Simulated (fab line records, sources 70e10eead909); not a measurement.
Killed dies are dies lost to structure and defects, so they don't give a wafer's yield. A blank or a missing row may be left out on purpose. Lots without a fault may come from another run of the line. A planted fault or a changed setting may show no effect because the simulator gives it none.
Which tool did it? | flow nand_harc | 6 lots, 17 wafers sampled, at 1 step of a route of 1302

WHAT THE GAUGES READ, wafer by wafer
NHARC_P_GATE_CD_MEAS_11: target cd 1640 nm.
lot  | measured     | on        | cd_nm (nm)
L254 | day 6 01:15  | cd_sem-01 | 1638.6 1637.4 1637.9
L257 | day 7 12:00  | cd_sem-03 | 1637.4 1638.5 1639.2
L260 | day 8 06:36  | cd_sem-01 | 1638.8 1640.6 1641.0
L264 | day 10 10:20 | cd_sem-03 | 1638.4 1642.1 1638.4
L268 | day 11 19:09 | cd_sem-03 | 1640.5 1637.5
L272 | day 13 08:59 | cd_sem-02 | 1638.6 1637.0 1641.8

WHICH TOOL RAN EACH LOT (tool, then ch and the chambers of the sampled wafers, then the start)
The record holds no process step before these readings.

THE ANSWER, worked out from the rows above alone
Rule: what is usual is taken from the lots themselves. Put in order of their means at a reading, lots are off if they are a third of the lots or fewer, leave a main group of 4 or more, and stand apart from it by a gap of 3 or more times the standard deviation of the main group's means; of several such gaps the widest counts. A main group whose means are all the same, to the digits that the tables above print for the reading, isn't used. A lot without any number at a reading at which 4 lots or more have one is off too. The other lots that the step has rows for count as sound.
No lot is off at any reading shown: from this, nothing can be told.

WHAT THE SIMULATOR HAD PUT IN
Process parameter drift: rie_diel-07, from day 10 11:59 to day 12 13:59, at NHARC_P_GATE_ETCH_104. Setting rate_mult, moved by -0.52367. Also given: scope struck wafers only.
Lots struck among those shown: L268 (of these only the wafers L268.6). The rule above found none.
